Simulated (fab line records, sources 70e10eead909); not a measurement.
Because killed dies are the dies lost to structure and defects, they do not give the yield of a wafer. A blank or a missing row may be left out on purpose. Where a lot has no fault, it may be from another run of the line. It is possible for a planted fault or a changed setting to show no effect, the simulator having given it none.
Matching of chambers :: flow nandHarc :: 4 sister chambers for NHARC_P_GATE_ETCH_32 on rieSi-06
The step etches the open film in HBr/Cl2, target depth 150 nm, time 100.1 s. 4 wafers are shown with their chamber, then 12 later ones without.

== WAFERS, EACH WITH ITS CHAMBER ==
wafer: L083.3
chamber: 2
drypumpMotorCurrentA (A): 5.8

wafer: L087.1
chamber: 0
drypumpMotorCurrentA (A): 5.7

wafer: L087.4
chamber: 1
drypumpMotorCurrentA (A): 5.9

wafer: L087.6
chamber: 3
drypumpMotorCurrentA (A): 6.2

== WAFERS MISSING THEIR CHAMBER ==
wafer: L089.2
drypumpMotorCurrentA (A): 5.8

wafer: L089.5
drypumpMotorCurrentA (A): 5.8

wafer: L089.6
drypumpMotorCurrentA (A): 5.8

wafer: L095.1
drypumpMotorCurrentA (A): 6.2

wafer: L095.2
drypumpMotorCurrentA (A): 5.8

wafer: L095.4
drypumpMotorCurrentA (A): 5.8

wafer: L096.2
drypumpMotorCurrentA (A): 5.8

wafer: L096.3
drypumpMotorCurrentA (A): 5.7

wafer: L096.6
drypumpMotorCurrentA (A): 6.2

wafer: L097.2
drypumpMotorCurrentA (A): 6.1

wafer: L097.3
drypumpMotorCurrentA (A): 5.8

wafer: L097.4
drypumpMotorCurrentA (A): 5.9

== WHICH CHAMBER EACH ONE RAN IN ==
wafer: L089.2
from the rows above: 2
in truth: 2

wafer: L089.5
from the rows above: 2
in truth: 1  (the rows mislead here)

wafer: L089.6
from the rows above: 2
in truth: 2

wafer: L095.1
from the rows above: 3
in truth: 3

wafer: L095.2
from the rows above: 2
in truth: 2

wafer: L095.4
from the rows above: 2
in truth: 2

wafer: L096.2
from the rows above: 2
in truth: 2

wafer: L096.3
from the rows above: 0
in truth: 0

wafer: L096.6
from the rows above: 3
in truth: 3

wafer: L097.2
from the rows above: 3
in truth: 3

wafer: L097.3
from the rows above: 2
in truth: 2

wafer: L097.4
from the rows above: 1
in truth: 1
Correct placement for 11 of the 12. Can't be placed from these rows: 0. 1 placed wrongly.
How it was worked out, from the rows above alone: a wafer's distance from a chamber is the root of the sum, over the readings, of the square of ((its reading less the chamber's mean) divided by the reading's scatter). If the next closest chamber is less than 2 further off than the closest, the wafer can't be placed; otherwise it belongs to the closest. Each chamber's mean is taken over the wafers shown for it. The scatter: root of mean squared gap, hidden wafer to nearest shown wafer, with one shown wafer a chamber.
